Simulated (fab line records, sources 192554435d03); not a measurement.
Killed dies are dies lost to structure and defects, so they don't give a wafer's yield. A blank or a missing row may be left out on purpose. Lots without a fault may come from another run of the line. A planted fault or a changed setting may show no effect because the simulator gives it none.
Chamber matching | flow n5_finfet | N5_FIN_SAQP_SPACER2_ALD_28 on ald_sin-02: 4 sister chambers
The step deposits SiO2, target thk 8.1 nm, pulse time 1 s, purge time 2 s. 8 wafers are shown with their chamber, then 7 later ones without.

WAFERS WITH THEIR CHAMBER
wafer  | chamber | heater_power_w (W) | precursor_pulse_height_rel
L074.4 | 1       | 552                | 1.012
L075.3 | 3       | 418                | 0.991
L075.4 | 1       | 561                | 1.007
L075.5 | 3       | 409                | 0.996
L076.4 | 2       | 480                | 0.997
L076.6 | 0       | 496                | 0.989
L093.2 | 0       | 495                | 0.954
L093.5 | 2       | 482                | 1.027

WAFERS WITHOUT THEIR CHAMBER
wafer  | heater_power_w (W) | precursor_pulse_height_rel
L093.6 | 569                | 0.996
L096.1 | 583                | 1.033
L096.2 | 494                | 0.997
L096.3 | 412                | 1.011
L096.4 | 494                | 0.973
L096.5 | 405                | 0.979
L096.6 | 469                | 1.003

WHICH CHAMBER EACH WENT THROUGH
wafer  | from the rows above     | in truth
L093.6 | 1                       | 1
L096.1 | 1                       | 1
L096.2 | can't be placed: 0 or 2 | 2
L096.3 | 3                       | 3
L096.4 | 0                       | 0
L096.5 | 3                       | 3
L096.6 | 2                       | 2
Placed correctly: 6 of 7. Can't be placed from these rows: 1 (the true chamber is among the candidates in 1). Placed wrongly: 0.
How it was worked out, from the rows above alone: a wafer's distance from a chamber is the root of the sum, over the readings, of the square of ((its reading less the chamber's mean) divided by the reading's scatter). The wafer belongs to the nearest chamber; if the next one is less than 2 further off, it can't be placed. A chamber's mean is the mean of its shown wafers. The scatter: the root of (the sum of the squares of (reading less its chamber's mean) over the shown wafers, divided by (wafers less chambers)).
